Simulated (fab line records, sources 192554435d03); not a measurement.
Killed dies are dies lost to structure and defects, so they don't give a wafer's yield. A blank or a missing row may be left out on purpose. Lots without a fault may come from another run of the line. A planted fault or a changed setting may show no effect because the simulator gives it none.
Chamber matching | flow n5_finfet | N5_GATE_CUT_ETCH_58 on rie_diel-05: 4 sister chambers
The step etches SiNx in CH3F/O2, target depth 17 nm, time 128.6 s. 4 wafers are shown with their chamber, then 11 later ones without.

WAFERS WITH THEIR CHAMBER
wafer  | chamber | throttle_valve_pct (%)
L083.1 | 0       | 16.06
L090.4 | 3       | 16.68
L090.6 | 2       | 15.96
L091.1 | 1       | 16.27

WAFERS WITHOUT THEIR CHAMBER
wafer  | throttle_valve_pct (%)
L091.2 | 16.68
L091.4 | 16.09
L092.4 | 16.26
L092.5 | 15.98
L092.6 | 16.26
L094.1 | 16.29
L094.2 | 16.70
L094.3 | 15.99
L096.1 | 16.27
L096.5 | 16.69
L096.6 | 16.10

WHICH CHAMBER EACH WENT THROUGH
wafer  | from the rows above     | in truth
L091.2 | 3                       | 3
L091.4 | 0                       | 0
L092.4 | 1                       | 1
L092.5 | 2                       | 2
L092.6 | 1                       | 1
L094.1 | 1                       | 1
L094.2 | 3                       | 3
L094.3 | can't be placed: 2 or 0 | 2
L096.1 | 1                       | 1
L096.5 | 3                       | 3
L096.6 | 0                       | 0
Placed correctly: 10 of 11. Can't be placed from these rows: 1 (the true chamber is among the candidates in 1). Placed wrongly: 0.
How it was worked out, from the rows above alone: a wafer's distance from a chamber is the root of the sum, over the readings, of the square of ((its reading less the chamber's mean) divided by the reading's scatter). The wafer belongs to the nearest chamber; if the next one is less than 2 further off, it can't be placed. A chamber's mean is the mean of its shown wafers. The scatter: with one shown wafer a chamber, the root of the mean of the squares of how far each hidden wafer lies from its nearest shown one.
